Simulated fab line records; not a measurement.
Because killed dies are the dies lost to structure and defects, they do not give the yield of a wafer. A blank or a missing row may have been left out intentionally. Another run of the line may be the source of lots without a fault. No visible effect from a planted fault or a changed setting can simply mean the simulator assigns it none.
fab line records	flow nand-harc
record: lots: 12	wafers: 36	last-day: 24
route steps=1159 shown A_CHANNEL_HOLE_D1@465 A_CHANNEL_FILL_D1@499
lots that met no fault: from a run of the same line without faults
start-h: hours from the record's first day to the start of the lot's first wafer shown	wait-h: hours since the lot's step before	" same as the row above	L1.1+2: a row that stands for several wafers	- either no value or no given start	* or withheld: withheld	< > ~ a bound
route shown NAME@n: NAME is a module with steps in the file, n the number in the route of the first one	usual: mean/standard deviation of fault-free wafers	same: alike in all rows	chamber/n: place in a boat	sites: the reading at each site	_std_site: standard deviation of those values	_edge_site: outer sites' mean less inner sites'	radius-mm: how far each site lies from the wafer's centre	mask NAME#n: copy n	behind: tool/chamber where the wafer was last shaped	hold: what put the lot on hold/how long, in hours/how the hold closed	device: the n, p or np transistor that did not switch	end of line: tests run on the same wafers once the route is complete	a step with no rows: only its recipe	killed: not the wafer's yield, but the dies lost to structure and defects at the first sort	map: a wafer's dies, x killed, . not, _ none there
set.NAME: setting as actually run; set.NAME@STEP: the setting as run at that earlier step	model.NAME: the simulator's own value behind a step, which no gauge read
one table for each step of the route and one row for each wafer, over a sample of lots
services: the hour from which a tool's chamber was out of use, counted from the record's first day as start-h (under 0 if before that day), plus the number of hours and why
== steps ==
step: NHARC_A_CHANNEL_HOLE_D1_DESCUM_15
recipe: time-s: 3	o2-flow-sccm: 200	ar-flow-sccm: 0	bias-power-w: 0	chemistry: O2
usual: drypump-motor-current-A: 5.7/0.51	oes-product-au: 1.002/0.0081	rf-vpp-V: 57.8/0.9	showerhead-plenum-p-Torr: 1.92/0.08	throttle-valve-pct: 11.311/0.0092
lot.wafer	tool	chamber	start-h	wait-h	drypump-motor-current-A	oes-product-au	rf-hours-counter-h	rf-vpp-V	showerhead-plenum-p-Torr	throttle-valve-pct
L278.2	rie-diel-09	2	183.18	0.1	6.0	1.005	6	56.3	1.88	11.309
L278.1	"	3	"	"	5.4	1.006	6	59.1	1.94	11.293
L278.5	"	1	"	"	6.1	0.999	-	59.1	2.05	11.302
L279.1	rie-diel-11	3	183.58	0.1	5.4	0.991	12	58.5	1.99	11.302
L279.4	"	0	"	"	5.9	1.012	11	59.6	1.99	11.336
L279.5	"	0	"	"	5.9	1.008	-	57.4	1.99	11.305
L281.4	rie-diel-09	2	190.55	0.1	6.0	1.003	7	55.9	1.88	11.319
L281.2	"	3	"	"	5.4	1.010	7	57.5	1.94	11.316
L281.6	"	3	"	"	5.4	1.003	-	58.1	1.93	11.306
L282.3	rie-diel-09	1	200.20	0.1	6.1	0.984	9	57.6	2.04	11.312
L282.1	"	3	"	"	5.4	1.002	8	58.4	1.93	11.307
L282.5	"	1	"	"	6.1	0.993	-	58.5	2.04	11.315
L284.3	rie-diel-09	0	206.46	0.1	6.4	1.006	10	56.9	1.94	11.318
L284.4	"	1	"	"	6.1	0.990	9	58.2	2.04	11.317
L284.5	"	1	"	"	6.1	0.997	-	59.6	2.04	11.308
L283.2	rie-diel-10	3	206.73	0.1	5.5	1.011	2	57.6	1.80	11.319
L283.6	"	2	"	"	4.7	1.001	-	57.9	1.98	11.299
L283.5	"	3	"	"	5.5	1.006	-	57.0	1.80	11.309
L290.1	rie-diel-10	2	252.22	0.1	4.7	1.001	3	58.5	1.98	11.306
L290.3	"	3	"	"	5.5	1.003	3	56.4	1.80	11.298
L290.2	"	0	"	"	5.9	1.001	3	57.0	1.82	11.319
L292.3	rie-diel-09	0	253.41	0.1	6.4	1.017	13	58.3	1.94	11.325
L292.6	"	3	"	"	5.4	1.013	-	58.2	1.93	11.319
L292.5	"	0	"	"	6.4	1.016	-	58.6	1.94	11.307
L291.4	rie-diel-09	0	270.96	0.1	6.4	1.007	1	56.8	1.94	11.313
L291.1	"	1	"	"	6.1	1.011	0	58.9	2.04	11.302
L291.6	"	0	"	"	6.4	1.014	-	57.8	1.94	11.305
L297.1	rie-diel-09	2	280.48	0.1	6.0	1.007	1	56.5	1.88	11.314
L297.2	"	1	"	"	6.1	1.006	2	58.6	2.04	11.318
L297.6	"	2	"	"	6.0	1.007	-	58.5	1.88	11.303
L299.1	rie-diel-10	3	309.00	0.1	5.5	1.005	6	58.8	1.80	11.332
L299.4	"	0	"	"	5.9	1.001	7	56.8	1.82	11.292
L299.2	"	1	"	"	6.3	1.006	8	57.4	1.96	11.306
L300.2	rie-diel-11	1	309.34	0.1	5.8	1.004	7	58.3	1.86	11.328
L300.3	"	2	"	"	5.1	1.005	8	56.1	1.78	11.291
L300.4	"	0	"	"	5.9	1.012	9	59.3	1.99	11.321
step: NHARC_A_CHANNEL_FILL_D1_ETCHBACK_19
recipe: target-depth-a: 50	time-s: 1.7	hbr-flow-sccm: 150	cl2-flow-sccm: 50	rf-w: 400	icp-w: 400	bias-w: 100	chemistry: HBr/Cl2
usual: drypump-motor-current-A: 5.7/0.37	oes-product-au: 0.999/0.0063	throttle-valve-pct: 26.406/0.0087
lot.wafer	tool	chamber	start-h	wait-h	drypump-motor-current-A	oes-product-au	rf-hours-counter-h	throttle-valve-pct
L278.1	rie-si-01	0	214.56	0.4	6.2	1.001	0.5	26.410
L278.2	"	3	"	"	5.0	0.995	0.7	26.403
L278.5	"	1	"	"	5.9	0.995	-	26.406
L279.1	rie-si-06	2	214.60	0.4	6.1	0.993	0.2	26.405
L279.4	"	0	"	"	5.4	1.002	0.1	26.391
L279.5	"	2	"	"	6.1	0.991	-	26.425
L281.4	rie-si-02	0	223.20	0.4	5.2	0.990	0	26.416
L281.2	"	1	"	"	5.8	1.010	0	26.398
L281.6	"	3	"	"	6.1	0.988	-	26.408
L282.3	rie-si-02	0	231.83	0.4	5.2	1.001	0.1	26.408
L282.1	"	3	"	"	6.1	1.009	0.1	26.408
L282.5	"	0	"	"	5.2	0.999	-	26.398
L284.4	rie-si-06	1	237.95	0.4	6.2	0.987	0.4	26.414
L284.3	"	0	"	"	5.4	0.997	0.4	26.398
L284.5	"	1	"	"	6.2	0.997	-	26.403
L283.2	rie-si-01	0	237.95	0.4	6.1	0.999	0.9	26.409
L283.5	"	0	"	"	6.2	1.003	-	26.404
L283.6	"	1	"	"	5.8	1.007	-	26.415
L290.2	rie-si-02	0	283.93	0.4	5.2	0.994	0.5	26.412
L290.1	"	1	"	"	5.8	1.003	0.6	26.416
L290.3	"	2	"	"	5.8	0.999	0.5	26.415
L292.3	rie-si-01	0	287.08	0.4	6.1	1.231	1.3	26.414
L292.6	"	2	"	"	5.6	1.236	-	26.409
L292.5	"	3	"	"	5.0	1.231	-	26.407
L291.1	rie-si-01	2	302.47	0.4	5.5	1.234	1.6	26.398
L291.4	"	0	"	"	6.2	1.234	1.4	26.395
L291.6	"	2	"	"	5.5	1.236	-	26.403
L297.1	rie-si-02	1	314.62	0.4	5.8	1.009	1.0	26.397
L297.2	"	0	"	"	5.2	0.996	0.9	26.405
L297.6	"	1	"	"	5.8	1.004	-	26.393
L299.2	rie-si-02	3	344.97	0.4	6.1	1.003	1.0	26.407
L299.4	"	0	"	"	5.2	0.991	1.1	26.403
L299.1	"	1	"	"	5.8	1.008	1.2	26.399
L300.2	rie-si-06	1	344.97	0.4	6.2	1.000	1.4	26.427
L300.3	"	2	"	"	6.1	1.001	1.3	26.411
L300.4	"	3	"	"	5.8	1.010	1.2	26.406
step: NHARC_A_CHANNEL_FILL_D1_STRIP_28
recipe: time-s: 20	o2-flow-sccm: 500	ar-flow-sccm: 0	bias-w: 0	chemistry: O2
usual: drypump-motor-current-A: 5.8/0.3	oes-product-au: 1.001/0.0082	rf-vpp-V: 57.7/0.89	showerhead-plenum-p-Torr: 3.48/0.13	throttle-valve-pct: 17.035/0.0092
lot.wafer	tool	chamber	start-h	wait-h	drypump-motor-current-A	oes-product-au	rf-hours-counter-h	rf-vpp-V	showerhead-plenum-p-Torr	throttle-valve-pct
L278.1	rie-diel-07	0	214.80	0.1	5.1	1.002	27	59.5	3.74	17.057
L278.2	"	2	"	"	5.5	1.001	29	56.3	3.29	17.036
L278.5	"	0	"	"	5.0	1.002	-	57.6	3.74	17.034
L279.1	rie-diel-12	1	214.80	0.1	5.5	1.004	0	57.5	3.38	17.029
L279.4	"	2	"	"	5.7	1.011	0	58.1	3.32	17.030
L279.5	"	2	"	"	5.7	0.988	-	58.0	3.32	17.037
L281.2	rie-diel-12	2	223.42	0.1	5.7	0.999	0	57.7	3.32	17.030
L281.4	"	1	"	"	5.5	0.992	0	56.5	3.38	17.028
L281.6	"	3	"	"	6.0	1.008	-	56.8	3.55	17.044
L282.3	rie-diel-03	0	232.11	0.1	5.3	0.986	0	58.9	3.58	17.036
L282.1	"	3	"	"	6.2	1.004	1	57.7	3.44	17.045
L282.5	"	1	"	"	5.7	1.005	-	56.0	3.31	17.025
L284.3	rie-diel-07	1	238.17	0.1	5.7	0.989	0	59.2	3.62	17.042
L284.4	"	2	"	"	5.5	1.009	0	57.2	3.28	17.040
L284.5	"	0	"	"	5.0	1.005	-	57.6	3.74	17.032
L283.2	rie-diel-12	2	238.18	0.1	5.7	0.986	1	58.9	3.32	17.053
L283.5	"	3	"	"	6.0	1.004	-	57.2	3.55	17.035
L283.6	"	0	"	"	6.0	0.992	-	58.1	3.62	17.026
L290.2	rie-diel-12	2	284.16	0.1	5.7	0.997	2	58.4	3.32	17.040
L290.1	"	3	"	"	6.0	1.007	2	58.6	3.55	17.044
L290.3	"	1	"	"	5.5	1.000	2	57.0	3.38	17.042
L292.3	rie-diel-03	3	287.27	0.1	6.3	0.999	3	58.0	3.44	17.029
L292.5	"	3	"	"	6.3	1.017	-	57.3	3.44	17.029
L292.6	"	0	"	"	5.4	1.002	-	58.2	3.58	17.029
L291.1	rie-diel-12	1	302.68	0.1	5.5	0.985	2	58.6	3.38	17.038
L291.4	"	3	"	"	6.0	1.002	2	55.7	3.55	17.023
L291.6	"	2	"	"	5.7	1.003	-	59.3	3.32	17.031
L297.2	rie-diel-03	1	314.84	0.1	5.7	1.025	3	56.0	3.31	17.043
L297.1	"	2	"	"	6.1	1.013	3	57.2	3.62	17.041
L297.6	"	0	"	"	5.4	1.001	-	58.2	3.58	17.024
L299.4	rie-diel-12	1	345.19	0.1	5.5	0.997	4	56.9	3.38	17.019
L299.2	"	2	"	"	5.7	0.999	4	57.7	3.32	17.052
L299.1	"	3	"	"	6.0	1.015	4	58.1	3.55	17.027
L300.2	rie-diel-03	1	345.19	0.1	5.7	1.014	5	57.9	3.31	17.042
L300.4	"	2	"	"	6.1	1.007	5	58.9	3.62	17.027
L300.3	"	0	"	"	5.4	1.010	5	59.5	3.58	17.039
step: NHARC_A_CHANNEL_FILL_D1_CMP_10
recipe: target-thk-nm: 150
usual: edge-zone-pressure-frac: 1.001/0.0055	motor-current-A: 11.8/1.2	time-to-endpoint-s: 15.7/1.9
lot.wafer	tool	chamber	start-h	wait-h	edge-zone-pressure-frac	motor-current-A	time-to-endpoint-s
L278.2	cmp-03	0	237.65	0.4	1.001	10.9	15.3
L278.1	"	1	"	"	0.989	10.7	12.7
L278.5	"	0	"	"	1.003	10.9	14.8
L279.1	cmp-02	0	237.67	0.4	0.993	12.7	14.1
L279.4	"	1	"	"	1.005	12.8	15.4
L279.5	"	2	"	"	0.990	10.5	14.1
L281.4	cmp-04	3	246.68	0.4	1.000	11.3	15.0
L281.2	"	1	"	"	1.004	13.6	13.5
L281.6	"	0	"	"	0.995	14.1	15.9
L284.3	cmp-04	2	259.14	0.4	0.990	12.7	16.6
L284.4	"	1	"	"	0.993	13.9	16.8
L284.5	"	2	"	"	0.992	11.9	15.2
L282.1	cmp-03	2	259.16	0.4	1.003	10.8	18.6
L282.3	"	0	"	"	0.991	11.1	17.9
L282.5	"	2	"	"	1.006	10.3	17.6
L283.2	cmp-02	0	261.46	0.4	1.002	12.7	14.0
L283.5	"	1	"	"	1.004	12.7	17.3
L283.6	"	2	"	"	0.999	10.4	14.2
L290.1	cmp-02	3	307.23	0.4	0.998	11.3	16.3
L290.2	"	0	"	"	0.999	12.4	16.6
L290.3	"	1	"	"	0.999	13.3	15.0
L292.3	cmp-03	3	314.41	0.4	0.999	12.5	17.2
L292.5	"	3	"	"	1.004	12.7	15.3
L292.6	"	0	"	"	1.006	10.3	17.7
L291.4	cmp-04	1	330.74	0.4	1.003	13.0	18.9
L291.1	"	2	"	"	1.012	11.7	16.3
L291.6	"	0	"	"	1.003	14.7	16.8
L297.1	cmp-02	3	338.22	0.4	1.000	11.7	18.2
L297.2	"	1	"	"	1.000	13.2	17.4
L297.6	"	2	"	"	1.003	10.8	16.5
L300.4	cmp-02	0	368.20	0.4	1.006	12.2	14.2
L300.2	"	1	"	"	0.998	13.2	14.3
L300.3	"	2	"	"	1.002	10.7	15.1
L299.2	cmp-03	1	368.22	0.4	0.998	10.8	15.6
L299.4	"	2	"	"	0.999	11.2	16.6
L299.1	"	3	"	"	1.001	12.2	13.7
== services ==
tool	chamber	start-h	hours	kind
rie-diel-09	-	159.74	0.3	repair
rie-si-02	2	166.22	7.8	repair
rie-diel-03	0	189.17	13.7	repair
rie-diel-12	2	191.35	4.2	repair
rie-diel-09	3	192.06	8.1	repair
rie-si-01	3	198.63	5.0	repair
rie-diel-12	-	202.49	9.0	pm
rie-si-02	1	210.89	4.6	repair
rie-si-02	-	211.00	9.0	pm
rie-diel-03	-	215.33	9.0	pm
cmp-02	-	228.50	4.0	pm
cmp-03	-	254.00	4.0	pm
rie-diel-09	-	254.28	9.0	pm
rie-diel-12	-	262.20	0.7	repair
rie-si-01	-	304.00	9.0	pm
cmp-02	-	320.51	0.8	repair
cmp-02	-	326.50	4.0	pm
rie-diel-09	2	328.17	17.4	repair
cmp-03	-	341.71	1.4	repair
rie-diel-03	3	350.89	9.4	repair
cmp-03	-	352.00	4.0	pm
rie-diel-03	2	355.52	1.6	repair
rie-diel-09	3	362.15	20.2	repair
cmp-02	-	365.68	2.0	repair
== key ==
first-sign: step: NHARC_A_CHANNEL_FILL_D1_ETCHBACK_19	reading: oes-product-au	direction: up	sigmas: 37	usual: 0.999	struck: 1.234
effect none on later readings
met-at NHARC_A_CHANNEL_FILL_D1_ETCHBACK_19
struck-lots L291,L292
tester-left-out L291,L292
not-acting-at NHARC_A_CHANNEL_HOLE_D1_DESCUM_15,NHARC_A_CHANNEL_FILL_D1_STRIP_28,NHARC_A_CHANNEL_FILL_D1_CMP_10
onset-between 237.95 287.08
fault: kind: process-parameter-drift	tool: rie-si-01	chamber: -	onset-h: 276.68	steps: NHARC_A_CHANNEL_FILL_D1_ETCHBACK_19	channel: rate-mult	offset: 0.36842	shape: step	end-h: 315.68
tester-left-out: of these lots the tester's yield and bins aren't shown, on N5 and GAA mostly nor the transistor test; their killed dies are dies lost to structure and defects alone, not to doping, threshold or leakage, so they don't give the yield
